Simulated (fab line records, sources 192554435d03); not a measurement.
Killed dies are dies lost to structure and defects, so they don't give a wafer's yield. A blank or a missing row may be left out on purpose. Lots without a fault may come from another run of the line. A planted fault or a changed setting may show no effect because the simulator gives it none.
fab line records | flow n5_finfet
record lots=24 wafers=72 last_day=17
route steps=1938 shown BEOL_M6@1249 BEOL_M7@1300
lots that met no fault: from a run of the same line without faults
start_h: hours from the record's first day to the start of the lot's first wafer shown | wait_h: hours since the lot's step before | " the same as in the row above | L1.1+2: a row that stands for several wafers | - no value, or no start given | * or withheld: withheld | < > ~ a bound
route shown NAME@n: a module of which the file shows steps, and the number in the route of the first | usual: mean/standard deviation of fault-free wafers | same: alike in all rows | chamber/n: place in a boat | sites: the reading at each site | _std_site: their standard deviation | _edge_site: outer sites' mean less inner sites' | radius_mm: how far each site lies from the wafer's centre | mask NAME#n: copy n | behind: the tool/chamber that last shaped the wafer | hold: why the lot was held/for how many hours/how that ended | device: the transistor (n, p or np) that didn't switch | end of line: the same wafers' tests at the end of the route | a step without rows: its recipe alone | killed: dies lost to structure and defects at the first sort, not the wafer's yield | map: a wafer's dies, x killed, . not, _ none there
set.NAME: the setting as run; set.NAME@STEP: as run at that earlier step | model.NAME: the simulator's own value behind a step, which no gauge read
steps of the route over a sample of lots; a table a step, a row a wafer
services: from which hour (start_h, from the record's first day; less than 0 if before it) a tool's chamber was out of use, for how many hours, and why
## steps
# step N5_BEOL_M6_DEGAS_44
# recipe ambient=vacuum temp_c=250 time_s=60
# usual heater_power_w=334/24
# columns lot.wafer tool chamber start_h wait_h heater_power_w
L074.2 pvd_sputter-03 - 176.11 0.8 360
L074.3 " - " " 337
L074.4 " - " " 354
L075.3 pvd_sputter-02 - 179.87 0.2 314
L075.5 " - " " 351
L075.6 " - " " 320
L076.2 pvd_sputter-03 - 181.36 0.2 354
L076.5 " - " " 344
L076.6 " - " " 368
L077.2 pvd_sputter-02 - 195.12 0.5 319
L077.5 " - " " 353
L077.6 " - " " 314
L078.1 pvd_sputter-03 - 205.89 0.6 309
L078.3 " - " " 349
L078.6 " - " " 302
L079.3 pvd_sputter-01 - 206.31 0.2 346
L079.5 " - " " 289
L079.6 " - " " 325
L080.1 pvd_sputter-03 - 212.26 0.6 335
L080.4 " - " " 306
L080.5 " - " " 339
L081.2 pvd_sputter-01 - 222.45 0.3 350
L081.4 " - " " 359
L081.6 " - " " 354
L083.4 pvd_sputter-03 - 225.07 0.3 365
L083.5 " - " " 343
L083.6 " - " " 368
L082.1 pvd_sputter-03 - 229.03 0.4 330
L082.2 " - " " 311
L082.4 " - " " 368
L084.3 pvd_sputter-03 - 231.31 0.4 348
L084.4 " - " " 310
L084.5 " - " " 346
L085.2 pvd_sputter-03 - 241.04 1.5 338
L085.3 " - " " 363
L085.6 " - " " 357
L086.1 pvd_sputter-03 - 249.81 0.3 308
L086.2 " - " " 336
L086.4 " - " " 361
L087.2 pvd_sputter-03 - 258.30 0.3 305
L087.3 " - " " 353
L087.6 " - " " 337
L088.1 pvd_sputter-02 - 263.31 0.3 315
L088.2 " - " " 356
L088.4 " - " " 299
L090.1 pvd_sputter-03 - 263.58 0.4 366
L090.4 " - " " 311
L090.6 " - " " 345
L091.1 pvd_sputter-01 - 271.62 0.8 344
L091.3 " - " " 293
L091.4 " - " " 323
L089.1 pvd_sputter-01 - 274.92 0.5 357
L089.4 " - " " 293
L089.6 " - " " 327
L092.2 pvd_sputter-01 - 278.12 0.8 304
L092.4 " - " " 359
L092.6 " - " " 318
L093.1 pvd_sputter-01 - 286.91 1.6 362
L093.5 " - " " 290
L093.6 " - " " 358
L094.2 pvd_sputter-02 - 291.27 0.4 314
L094.3 " - " " 354
L094.5 " - " " 329
L095.1 pvd_sputter-02 - 297.81 1.0 303
L095.2 " - " " 308
L095.4 " - " " 357
L096.2 pvd_sputter-01 - 312.02 0.9 359
L096.3 " - " " 323
L096.4 " - " " 291
L097.2 pvd_sputter-03 - 324.93 0.5 365
L097.3 " - " " 340
L097.6 " - " " 340
# step N5_BEOL_M6_SPUTTER_48
# recipe material=Cu target_thk_a=100 temp_c=-20 bias_v=60 power_w=26000 chamber_pressure_pa=0.13 time_s=1.667
# usual cathode_dc_power_W=26000/4.3 throttle_valve_pct=29.6/1.2
# columns lot.wafer tool chamber start_h wait_h cathode_dc_power_W throttle_valve_pct
L074.2 pvd_sputter-02 - 176.81 0.2 25997 28.9
L074.3 " - " " 26007 29.2
L074.4 " - " " 26003 28.7
L075.3 pvd_sputter-03 - 180.79 0.3 26005 29.8
L075.5 " - " " 26001 28.7
L075.6 " - " " 26002 32.4
L076.2 pvd_sputter-02 - 182.27 0.3 25996 30.8
L076.5 " - " " 26000 29.1
L076.6 " - " " 26005 28.5
L077.2 pvd_sputter-01 - 195.77 0.1 25998 30.7
L077.5 " - " " 25998 30.6
L077.6 " - " " 26001 28.0
L078.1 pvd_sputter-03 - 208.11 1.4 26001 28.9
L078.3 " - " " 25997 29.8
L078.6 " - " " 25999 28.8
L079.3 pvd_sputter-01 - 208.45 0.2 25995 27.7
L079.5 " - " " 26001 28.7
L079.6 " - " " 26002 29.5
L080.1 pvd_sputter-01 - 212.99 0.1 26007 29.2
L080.4 " - " " 25996 28.0
L080.5 " - " " 26000 30.4
L081.2 pvd_sputter-01 - 223.29 0.2 25992 29.6
L081.4 " - " " 25994 28.8
L081.6 " - " " 26005 30.9
L083.4 pvd_sputter-02 - 225.70 0.1 26003 30.8
L083.5 " - " " 26006 30.9
L083.6 " - " " 25997 28.7
L082.1 pvd_sputter-02 - 230.64 0.1 25999 29.1
L082.2 " - " " 26001 28.6
L082.4 " - " " 25996 31.0
L084.3 pvd_sputter-03 - 232.21 0.2 25997 28.7
L084.4 " - " " 26002 29.7
L084.5 " - " " 25998 29.5
L085.2 pvd_sputter-03 - 241.78 0.1 26006 32.3
L085.3 " - " " 25997 29.6
L085.6 " - " " 26002 28.7
L086.1 pvd_sputter-02 - 250.63 0.1 25998 29.1
L086.2 " - " " 26001 28.6
L086.4 " - " " 26001 28.9
L087.2 pvd_sputter-03 - 259.00 0.2 26004 30.0
L087.3 " - " " 26001 28.8
L087.6 " - " " 25996 29.8
L088.1 pvd_sputter-03 - 264.44 0.2 26002 28.6
L088.2 " - " " 26001 29.5
L088.4 " - " " 26000 29.9
L090.1 pvd_sputter-03 - 264.52 0.1 25995 29.6
L090.4 " - " " 26000 28.9
L090.6 " - " " 26006 32.1
L091.1 pvd_sputter-03 - 272.36 0.2 26002 29.4
L091.3 " - " " 26001 29.8
L091.4 " - " " 26000 28.7
L089.1 pvd_sputter-02 - 275.50 0.1 26006 30.9
L089.4 " - " " 26004 28.5
L089.6 " - " " 25998 31.0
L092.2 pvd_sputter-01 - 279.20 0.2 26002 28.0
L092.4 " - " " 26007 29.5
L092.6 " - " " 25993 29.5
L093.1 pvd_sputter-03 - 287.72 0.1 26000 29.6
L093.5 " - " " 26008 29.6
L093.6 " - " " 26003 29.6
L094.2 pvd_sputter-02 - 291.91 0.1 25995 29.0
L094.3 " - " " 25997 30.9
L094.5 " - " " 25999 28.7
L095.1 pvd_sputter-03 - 298.45 0.1 26000 29.5
L095.2 " - " " 26004 32.3
L095.4 " - " " 25998 28.6
L096.2 pvd_sputter-03 - 312.60 0.1 25989 29.6
L096.3 " - " " 26001 29.9
L096.4 " - " " 25996 28.8
L097.2 pvd_sputter-03 - 325.77 0.2 26000 30.0
L097.3 " - " " 26002 32.3
L097.6 " - " " 26005 32.1
# step N5_BEOL_M6_CMP_52
# recipe stop_on=SiCOH_lowk t_overpolish_s=6.9 down_force_psi=1 platen_rpm=50 clearing_platen_down_force_psi=1.5 clearing_platen_rpm=50 post_cmp_clean=cu_alkaline target_thk_nm=80 clearing_platen_pad_velocity_m_s=0.99484 pad_velocity_m_s=0.99484
# usual barrier_field_endpoint_s=28.6/0.74 motor_current_A=5.9/0.59 overpolish_run_s=6.900/0.0087 time_to_endpoint_s=61/3.4
# columns lot.wafer tool chamber start_h wait_h barrier_field_endpoint_s motor_current_A overpolish_run_s time_to_endpoint_s
L074.3 cmp-04 1 177.97 0.3 29.2 6.3 6.896 66
L074.2 " 2 " " 29.5 5.5 6.906 66
L074.4 " 3 " " 30.3 6.6 6.916 67
L075.3 cmp-02 3 181.94 0.2 28.5 6.3 6.883 62
L075.6 " 3 " " 29.5 6.4 6.897 64
L075.5 " 0 " " 28.1 6.0 6.913 60
L076.2 cmp-02 3 182.87 0.3 28.7 6.4 6.898 64
L076.6 " 1 " " 28.3 4.8 6.891 58
L076.5 " 2 " " 29.9 5.8 6.912 62
L077.2 cmp-04 2 196.54 0.2 28.1 5.6 6.889 60
L077.5 " 1 " " 28.0 6.3 6.884 57
L077.6 " 2 " " 27.2 5.7 6.905 60
L078.1 cmp-03 1 209.44 0.3 27.6 5.8 6.895 59
L078.3 " 0 " " 27.9 5.3 6.902 62
L078.6 " 1 " " 27.8 5.2 6.891 60
L079.3 cmp-03 1 210.10 0.4 28.3 5.3 6.884 57
L079.6 " 3 " " 29.5 5.6 6.898 60
L079.5 " 0 " " 29.0 5.3 6.908 60
L080.1 cmp-03 3 213.53 0.3 28.7 5.6 6.894 62
L080.4 " 1 " " 28.8 5.3 6.895 62
L080.5 " 2 " " 29.3 6.6 6.912 69
L081.4 cmp-03 1 224.29 0.3 28.5 5.4 6.921 60
L081.2 " 2 " " 28.2 6.4 6.902 64
L081.6 " 0 " " 28.1 5.3 6.899 63
L083.4 cmp-04 0 226.75 0.2 27.6 5.9 6.912 59
L083.6 " 0 " " 28.6 5.9 6.911 60
L083.5 " 1 " " 28.0 6.2 6.901 57
L082.1 cmp-03 3 231.20 0.3 28.3 5.5 6.905 60
L082.4 " 0 " " 28.8 5.2 6.905 56
L082.2 " 2 " " 28.8 6.6 6.909 63
L084.3 cmp-03 3 232.82 0.2 29.0 5.5 6.916 62
L084.4 " 1 " " 28.9 5.4 6.902 59
L084.5 " 0 " " 27.2 5.4 6.888 62
L085.2 cmp-04 3 242.49 0.2 28.0 7.0 6.897 56
L085.3 " 1 " " 27.7 6.4 6.911 59
L085.6 " 3 " " 27.5 7.0 6.916 55
L086.2 cmp-02 3 251.50 0.2 29.8 6.4 6.901 66
L086.1 " 0 " " 28.3 6.0 6.910 58
L086.4 " 2 " " 28.5 5.3 6.915 61
L087.3 cmp-04 2 259.67 0.2 27.8 5.9 6.896 62
L087.2 " 0 " " 27.9 6.1 6.905 60
L087.6 " 3 " " 28.0 7.4 6.902 62
L088.1 cmp-03 3 264.98 0.3 28.4 5.9 6.903 64
L088.2 " 0 " " 28.6 5.1 6.901 62
L088.4 " 1 " " 28.3 5.7 6.898 65
L090.4 cmp-04 2 265.17 0.2 28.1 5.7 6.894 61
L090.1 " 0 " " 28.0 5.9 6.896 59
L090.6 " 2 " " 29.1 6.0 6.901 60
L091.3 cmp-03 2 273.21 0.2 30.1 5.9 6.894 65
L091.1 " 3 " " 29.2 5.8 6.895 60
L091.4 " 1 " " 29.6 5.2 6.915 60
L089.4 cmp-02 0 276.04 0.2 29.3 6.0 6.886 63
L089.1 " 1 " " 28.6 4.7 6.891 64
L089.6 " 0 " " 28.4 6.1 6.901 62
L092.2 cmp-03 3 279.88 0.3 27.8 5.9 6.912 63
L092.4 " 0 " " 29.7 5.0 6.911 66
L092.6 " 1 " " 28.3 5.5 6.893 66
L093.1 cmp-02 2 288.24 0.3 28.9 5.2 6.901 64
L093.5 " 2 " " 29.2 5.3 6.892 63
L093.6 " 3 " " 30.4 6.4 6.888 68
L094.3 cmp-03 0 292.48 0.2 28.4 5.1 6.893 57
L094.2 " 2 " " 28.9 6.2 6.902 61
L094.5 " 0 " " 29.2 5.3 6.893 58
L095.1 cmp-04 3 298.97 0.3 27.6 7.3 6.888 58
L095.4 " 0 " " 28.2 6.0 6.892 56
L095.2 " 2 " " 28.7 5.8 6.891 60
L096.3 cmp-03 3 313.37 0.2 28.4 5.3 6.896 61
L096.2 " 1 " " 28.3 5.3 6.899 61
L096.4 " 2 " " 29.7 5.9 6.905 67
L097.2 cmp-03 1 326.62 0.2 27.8 5.4 6.887 57
L097.3 " 2 " " 28.6 6.2 6.913 63
L097.6 " 0 " " 27.1 5.0 6.896 55
# step N5_BEOL_M7_ETCH_72
# recipe chemistry=N2/H2 target=underlayer target_depth_a=65 mask_material=CAR-EUV time_s=5.2 ion_energy_ev=200 pressure_mtorr=30 source_w=840 bias_w=150 n2_flow_sccm=200 h2_flow_sccm=200 ends=cleared
# usual chamber_pressure_mTorr=30.00/0.041 drypump_motor_current_A=5.6/0.51 etch_rf_on_time_s=5.19/0.12 oes_product_au=0.66/0.063 rf_vpp_V=523/3.1 showerhead_plenum_p_Torr=2.53/0.1 throttle_valve_pct=17.85/0.24
# columns lot.wafer tool chamber start_h wait_h chamber_pressure_mTorr drypump_motor_current_A etch_rf_on_time_s oes_product_au rf_hours_counter_h rf_vpp_V showerhead_plenum_p_Torr throttle_valve_pct
L074.2 rie_diel-03 3 181.40 0.0 30.05 5.4 5.18 0.61 230 526 2.61 17.93
L074.3 " 0 " " 30.02 6.0 5.26 0.63 163 526 2.55 18.07
L074.4 " 1 " " 29.92 6.1 5.17 0.76 41 523 2.51 17.87
L075.3 rie_diel-01 2 186.04 0.0 30.05 5.0 5.30 0.59 235 522 2.51 18.43
L075.5 " 1 " " 29.98 5.8 5.00 0.74 - 524 2.58 17.78
L075.6 " 2 " " 29.99 5.0 5.26 0.59 - 523 2.51 18.43
L076.2 rie_diel-03 3 186.12 0.0 30.08 5.4 5.25 0.60 231 526 2.61 17.93
L076.5 " 2 " " 30.02 5.1 5.21 0.63 - 522 2.42 17.60
L076.6 " 3 " " 30.05 5.4 5.31 0.59 - 526 2.61 17.97
L077.2 rie_diel-03 2 204.89 0.0 30.03 5.1 5.17 0.65 165 518 2.42 17.59
L077.5 " 0 " " 30.02 5.9 5.33 0.61 - 522 2.55 18.11
L077.6 " 3 " " 30.02 5.4 5.26 0.60 - 525 2.61 17.95
L078.1 rie_diel-03 1 213.25 0.0 29.89 6.1 5.29 0.75 51 523 2.50 17.89
L078.3 " 0 " " 30.01 5.9 5.36 0.61 171 527 2.54 18.12
L078.6 " 3 " " 29.91 5.5 5.30 0.60 - 524 2.61 17.96
L079.3 rie_diel-03 1 214.20 0.0 30.04 6.1 5.30 0.75 51 520 2.50 17.90
L079.5 " 3 " " 30.00 5.4 5.31 0.58 - 525 2.61 17.96
L079.6 " 2 " " 29.93 5.1 5.25 0.63 - 521 2.41 17.61
L080.1 rie_diel-01 1 217.16 0.0 30.06 5.8 5.01 0.74 52 526 2.58 17.75
L080.4 " 1 " " 30.01 5.8 5.01 0.75 - 525 2.58 17.76
L080.5 " 0 " " 30.06 4.9 5.16 0.73 - 525 2.59 18.08
L081.2 rie_diel-01 0 227.42 0.0 30.01 4.9 5.19 0.73 75 525 2.59 18.08
L081.4 " 3 " " 30.00 5.4 5.24 0.59 217 522 2.43 17.95
L081.6 " 2 " " 30.07 5.0 5.31 0.58 - 521 2.50 18.46
L083.4 rie_diel-05 1 230.94 0.0 29.97 6.1 5.30 0.69 74 526 2.69 17.66
L083.5 " 3 " " 30.03 5.8 5.21 0.59 - 526 2.60 17.49
L083.6 " 0 " " 29.93 5.6 5.02 0.65 - 519 2.34 17.83
L082.1 rie_diel-01 1 235.73 0.0 29.99 5.8 5.04 0.72 60 526 2.57 17.78
L082.2 " 3 " " 30.03 5.3 5.26 0.58 221 519 2.43 17.95
L082.4 " 3 " " 29.97 5.3 5.28 0.59 - 519 2.43 17.95
L084.3 rie_diel-01 1 236.13 0.0 30.08 5.8 5.01 0.72 61 525 2.58 17.79
L084.4 " 0 " " 29.93 4.9 5.09 0.73 - 525 2.59 18.11
L084.5 " 3 " " 30.02 5.3 5.21 0.59 - 519 2.43 17.97
L085.2 rie_diel-03 1 248.67 0.0 30.01 6.2 5.31 0.72 63 524 2.50 17.93
L085.3 " 0 " " 30.00 5.9 5.46 0.60 183 524 2.54 18.13
L085.6 " 0 " " 29.98 5.9 5.47 0.60 - 523 2.54 18.11
L086.1 rie_diel-05 3 257.32 0.0 29.97 5.8 5.24 0.58 234 527 2.60 17.49
L086.2 " 1 " " 29.95 6.1 5.25 0.68 81 528 2.69 17.68
L086.4 " 0 " " 30.04 5.6 4.96 0.64 142 517 2.34 17.83
L087.2 rie_diel-05 2 262.48 0.0 30.05 6.8 5.09 0.68 126 530 2.66 17.54
L087.3 " 0 " " 30.00 5.6 4.98 0.64 144 519 2.34 17.81
L087.6 " 2 " " 29.99 6.8 5.01 0.69 - 528 2.66 17.52
L088.1 rie_diel-05 1 270.09 0.0 29.99 6.1 5.29 0.70 85 528 2.69 17.67
L088.2 " 2 " " 29.99 6.7 5.06 0.68 129 525 2.66 17.53
L088.4 " 0 " " 30.00 5.6 5.01 0.64 146 518 2.34 17.84
L090.1 rie_diel-03 1 270.27 0.0 30.01 6.1 5.24 0.72 71 522 2.49 17.92
L090.4 " 0 " " 30.03 5.9 5.42 0.60 - 525 2.54 18.14
L090.6 " 2 " " 30.06 5.1 5.25 0.63 - 521 2.41 17.65
L091.1 rie_diel-05 3 277.26 0.0 29.98 5.8 5.21 0.60 240 526 2.60 17.47
L091.3 " 0 " " 30.04 5.6 5.01 0.64 148 519 2.34 17.84
L091.4 " 1 " " 29.93 6.1 5.20 0.69 87 525 2.69 17.69
L089.1 rie_diel-01 1 279.55 0.0 30.06 5.8 4.98 0.72 74 524 2.57 17.81
L089.4 " 2 " " 30.00 5.0 5.17 0.82 11 522 2.50 18.03
L089.6 " 0 " " 30.05 4.9 5.18 0.70 - 525 2.58 18.12
L092.2 rie_diel-05 3 284.13 0.0 29.98 5.8 5.21 0.58 243 527 2.60 17.52
L092.4 " 2 " " 30.01 6.8 4.98 0.68 133 526 2.66 17.56
L092.6 " 3 " " 30.06 5.8 5.23 0.59 - 525 2.60 17.50
L093.1 rie_diel-01 0 293.32 0.0 29.91 4.9 5.19 0.71 96 524 2.58 18.12
L093.5 " 3 " " 29.96 5.3 5.27 0.58 - 522 2.42 17.99
L093.6 " 0 " " 29.99 4.9 5.16 0.71 - 525 2.58 18.12
L094.2 rie_diel-05 0 296.34 0.0 29.97 5.6 5.04 0.64 155 517 2.34 17.85
L094.3 " 3 " " 30.02 5.8 5.27 0.58 246 525 2.59 17.51
L094.5 " 0 " " 30.00 5.6 5.03 0.65 - 518 2.33 17.84
L095.1 rie_diel-01 1 301.84 0.0 29.97 5.9 5.02 0.70 82 526 2.57 17.81
L095.2 " 0 " " 30.01 4.9 5.17 0.70 100 524 2.58 18.15
L095.4 " 2 " " 30.00 5.0 5.14 0.82 18 522 2.50 18.05
L096.2 rie_diel-01 0 320.35 0.0 29.98 4.9 5.24 0.69 105 524 2.58 18.12
L096.3 " 3 " " 29.95 5.3 5.30 0.57 246 521 2.42 18.00
L096.4 " 2 " " 30.00 5.0 5.23 0.79 23 521 2.49 18.05
L097.2 rie_diel-05 0 330.52 0.0 29.96 5.6 5.11 0.62 167 517 2.33 17.86
L097.3 " 2 " " 30.04 6.7 5.08 0.67 150 529 2.65 17.56
L097.6 " 0 " " 30.06 5.6 5.14 0.62 - 520 2.33 17.88
# step N5_BEOL_M7_STRIP_80
# recipe chemistry=N2/H2 time_s=10 power_w=450 temp_c=40 pressure_mtorr=20 rf_frequency_hz=6e+07 bias_power_w=7 n2_flow_sccm=200 h2_flow_sccm=200
# usual chamber_pressure_mTorr=20.002/0.017 drypump_motor_current_A=5.6/0.51 oes_product_au=0.77/0.074 rf_vpp_V=59.2/0.9 showerhead_plenum_p_Torr=2.53/0.1 throttle_valve_pct=23.7/0.38
# columns lot.wafer tool chamber start_h wait_h chamber_pressure_mTorr drypump_motor_current_A oes_product_au rf_hours_counter_h rf_vpp_V showerhead_plenum_p_Torr throttle_valve_pct
L074.2 rie_diel-03 3 - - 19.994 5.4 0.70 230 57.9 2.61 23.8
L074.3 " 0 " " 20.030 5.9 0.73 163 59.6 2.54 24.0
L074.4 " 1 " " 19.982 6.1 0.90 41 59.3 2.50 23.9
L075.3 rie_diel-01 2 - - 20.006 5.0 0.69 235 57.1 2.50 24.3
L075.5 " 1 " " 20.000 5.8 0.86 - 59.8 2.58 23.5
L075.6 " 2 " " 20.007 5.0 0.69 - 60.2 2.50 24.3
L076.2 rie_diel-03 3 - - 20.001 5.4 0.70 232 59.4 2.61 23.8
L076.5 " 2 " " 19.986 5.1 0.76 - 60.2 2.41 23.0
L076.6 " 3 " " 20.008 5.4 0.71 - 59.6 2.61 23.8
L077.2 rie_diel-03 2 - - 20.027 5.0 0.75 165 58.2 2.41 23.0
L077.5 " 0 " " 19.989 5.9 0.73 - 59.7 2.54 24.1
L077.6 " 3 " " 20.001 5.4 0.70 - 60.1 2.61 23.8
L078.1 rie_diel-03 1 - - 20.033 6.1 0.89 51 59.5 2.50 23.9
L078.3 " 0 " " 19.987 5.9 0.72 171 57.9 2.54 24.1
L078.6 " 3 " " 20.029 5.4 0.70 - 59.4 2.61 23.8
L079.3 rie_diel-03 1 - - 19.992 6.1 0.89 52 60.0 2.50 23.9
L079.5 " 3 " " 19.980 5.4 0.70 - 58.8 2.61 23.8
L079.6 " 2 " " 19.973 5.1 0.75 - 59.3 2.41 23.1
L080.1 rie_diel-01 1 - - 19.993 5.7 0.84 52 59.5 2.57 23.5
L080.4 " 1 " " 20.009 5.8 0.84 - 58.4 2.57 23.5
L080.5 " 0 " " 19.980 4.9 0.85 - 59.8 2.59 24.1
L081.2 rie_diel-01 0 - - 20.017 4.9 0.84 75 59.9 2.58 24.1
L081.4 " 3 " " 20.044 5.4 0.68 217 58.8 2.42 23.8
L081.6 " 2 " " 19.998 5.0 0.68 - 58.9 2.50 24.4
L083.4 rie_diel-05 1 - - 20.001 6.1 0.80 74 60.8 2.69 23.4
L083.5 " 3 " " 19.996 5.8 0.69 - 59.2 2.60 23.0
L083.6 " 0 " " 20.028 5.6 0.75 - 59.6 2.34 23.7
L082.1 rie_diel-01 1 - - 20.002 5.8 0.84 61 59.6 2.57 23.5
L082.2 " 3 " " 19.978 5.3 0.68 221 59.1 2.42 23.8
L082.4 " 3 " " 20.014 5.3 0.68 - 59.0 2.42 23.8
L084.3 rie_diel-01 1 - - 19.994 5.8 0.82 61 59.0 2.57 23.5
L084.4 " 0 " " 20.033 4.9 0.83 - 59.1 2.58 24.1
L084.5 " 3 " " 19.992 5.3 0.67 - 58.8 2.42 23.8
L085.2 rie_diel-03 1 - - 20.006 6.1 0.87 63 58.3 2.49 23.9
L085.3 " 0 " " 19.991 5.9 0.72 183 58.8 2.53 24.1
L085.6 " 0 " " 20.016 5.9 0.71 - 58.8 2.53 24.1
L086.1 rie_diel-05 3 - - 20.007 5.7 0.69 234 59.8 2.60 23.0
L086.2 " 1 " " 20.003 6.1 0.79 81 60.6 2.69 23.4
L086.4 " 0 " " 20.006 5.6 0.75 143 57.9 2.34 23.7
L087.2 rie_diel-05 2 - - 20.027 6.8 0.79 126 61.1 2.66 23.3
L087.3 " 0 " " 19.991 5.5 0.75 144 58.3 2.34 23.7
L087.6 " 2 " " 20.008 6.8 0.79 - 58.5 2.66 23.3
L088.1 rie_diel-05 1 - - 20.021 6.1 0.79 85 60.6 2.68 23.4
L088.2 " 2 " " 20.000 6.8 0.78 129 61.2 2.66 23.3
L088.4 " 0 " " 19.998 5.6 0.74 146 57.0 2.33 23.7
L090.1 rie_diel-03 1 - - 20.004 6.1 0.86 72 58.0 2.49 23.9
L090.4 " 0 " " 20.018 5.9 0.70 - 59.3 2.53 24.1
L090.6 " 2 " " 19.998 5.1 0.73 - 58.9 2.40 23.1
L091.1 rie_diel-05 3 - - 19.992 5.8 0.68 240 60.7 2.59 23.0
L091.3 " 0 " " 20.012 5.6 0.75 148 58.5 2.33 23.7
L091.4 " 1 " " 19.991 6.1 0.80 87 60.3 2.68 23.4
L089.1 rie_diel-01 1 - - 20.003 5.8 0.82 75 58.2 2.56 23.5
L089.4 " 2 " " 20.005 5.0 0.95 11 60.5 2.49 24.0
L089.6 " 0 " " 20.009 4.9 0.83 - 60.2 2.58 24.1
L092.2 rie_diel-05 3 - - 19.979 5.8 0.69 243 59.1 2.59 23.0
L092.4 " 2 " " 19.999 6.7 0.79 134 59.4 2.66 23.3
L092.6 " 3 " " 19.951 5.8 0.68 - 59.4 2.59 23.0
L093.1 rie_diel-01 0 - - 20.021 4.9 0.81 96 61.5 2.58 24.1
L093.5 " 3 " " 20.010 5.4 0.66 - 58.3 2.42 23.8
L093.6 " 0 " " 20.017 4.9 0.81 - 59.4 2.58 24.1
L094.2 rie_diel-05 0 - - 20.041 5.6 0.74 155 57.6 2.33 23.7
L094.3 " 3 " " 20.006 5.8 0.67 246 59.2 2.59 23.0
L094.5 " 0 " " 19.988 5.6 0.74 - 58.8 2.33 23.7
L095.1 rie_diel-01 1 - - 20.005 5.8 0.80 82 59.1 2.56 23.6
L095.2 " 0 " " 19.984 4.9 0.82 100 58.9 2.57 24.1
L095.4 " 2 " " 20.011 5.0 0.95 18 59.0 2.49 24.0
L096.2 rie_diel-01 0 - - 20.011 4.9 0.81 105 58.7 2.57 24.1
L096.3 " 3 " " 19.998 5.4 0.67 247 59.3 2.41 23.8
L096.4 " 2 " " 20.011 5.0 0.94 23 59.6 2.49 24.0
L097.2 rie_diel-05 0 - - 19.986 5.6 0.73 167 59.4 2.33 23.7
L097.3 " 2 " " 19.983 6.7 0.77 150 58.3 2.65 23.3
L097.6 " 0 " " 20.016 5.6 0.73 - 59.1 2.33 23.7
# step N5_BEOL_M7_CD_MEAS_35
# recipe target_cd_nm=40 polarity=opening
# usual cd_nm=40.3/0.63
# columns lot.wafer tool chamber start_h wait_h cd_nm
L074.2 cd_sem-02 - 181.95 0.0 41.1
L074.3 " - " " 41.0
L074.4 " - " " 41.6
L075.3 cd_sem-03 - 186.59 0.0 39.8
L075.5 " - " " 39.6
L075.6 " - " " 40.5
L076.2 cd_sem-01 - 186.68 0.0 40.3
L076.5 " - " " 40.1
L076.6 " - " " 39.5
L077.2 cd_sem-01 - 205.44 0.0 40.4
L077.5 " - " " 40.1
L077.6 " - " " 40.3
L078.1 cd_sem-01 - 213.80 0.0 39.5
L078.3 " - " " 39.6
L078.6 " - " " 38.7
L079.3 cd_sem-03 - 214.75 0.0 40.8
L079.5 " - " " 41.0
L079.6 " - " " 40.4
L080.1 cd_sem-02 - 217.71 0.0 40.8
L080.4 " - " " 39.2
L080.5 " - " " 40.1
L081.2 cd_sem-03 - 227.97 0.0 39.1
L081.4 " - " " 40.1
L081.6 " - " " 38.7
L083.4 cd_sem-03 - 231.49 0.0 39.3
L083.5 " - " " 40.0
L083.6 " - " " 40.8
L082.1 cd_sem-02 - 236.28 0.0 39.7
L082.2 " - " " 39.7
L082.4 " - " " 39.6
L084.3 cd_sem-02 - 236.68 0.0 39.6
L084.4 " - " " 39.7
L084.5 " - " " 39.3
L085.2 cd_sem-02 - 249.22 0.0 40.8
L085.3 " - " " 40.2
L085.6 " - " " 40.6
L086.1 cd_sem-02 - 257.87 0.0 40.0
L086.2 " - " " 40.0
L086.4 " - " " 40.1
L087.2 cd_sem-01 - 263.03 0.0 40.1
L087.3 " - " " 40.3
L087.6 " - " " 39.9
L088.1 cd_sem-03 - 270.64 0.0 41.0
L088.2 " - " " 40.7
L088.4 " - " " 40.1
L090.1 cd_sem-03 - 270.81 0.0 41.1
L090.4 " - " " 41.0
L090.6 " - " " 40.5
L091.1 cd_sem-03 - 277.82 0.0 41.0
L091.3 " - " " 40.0
L091.4 " - " " 40.2
L089.1 cd_sem-02 - 280.10 0.0 40.5
L089.4 " - " " 40.8
L089.6 " - " " 41.2
L092.2 cd_sem-02 - 284.67 0.0 40.0
L092.4 " - " " 40.8
L092.6 " - " " 39.9
L093.1 cd_sem-02 - 293.86 0.0 40.0
L093.5 " - " " 39.8
L093.6 " - " " 40.3
L094.2 cd_sem-01 - 296.89 0.0 40.4
L094.3 " - " " 41.2
L094.5 " - " " 41.0
L095.1 cd_sem-02 - 302.38 0.0 41.0
L095.2 " - " " 41.2
L095.4 " - " " 41.3
L096.2 cd_sem-03 - 320.90 0.0 40.5
L096.3 " - " " 40.1
L096.4 " - " " 40.6
L097.2 cd_sem-03 - 331.07 0.0 41.4
L097.3 " - " " 40.2
L097.6 " - " " 40.0
## services
# columns tool chamber start_h hours kind
rie_diel-05 - 159.79 0.5 repair
cmp-04 - 170.48 3.3 repair
rie_diel-03 0 181.89 7.9 repair
cmp-04 - 187.98 1.9 repair
cmp-02 - 188.39 11.7 pm
cmp-02 - 200.59 4.0 pm
rie_diel-01 3 211.88 14.8 repair
cmp-03 - 228.10 0.5 repair
rie_diel-01 2 230.42 - clean
rie_diel-01 2 230.42 - consumable_replace:focus_ring
rie_diel-01 2 230.42 13.2 scheduled_down
rie_diel-01 2 230.42 13.2 vent_cycle
rie_diel-03 3 232.01 2.0 repair
cmp-02 - 237.54 0.3 repair
cmp-03 - 247.22 0.9 repair
rie_diel-03 3 266.40 4.3 repair
pvd_sputter-02 - 284.61 5.1 repair
rie_diel-05 3 288.80 4.2 repair
rie_diel-03 0 289.36 5.6 repair
rie_diel-05 3 307.51 - clean
rie_diel-05 3 307.51 - consumable_replace:focus_ring
rie_diel-05 3 307.51 17.0 scheduled_down
cmp-04 - 316.37 0.6 repair
rie_diel-01 1 326.54 5.2 repair
## key
fault none
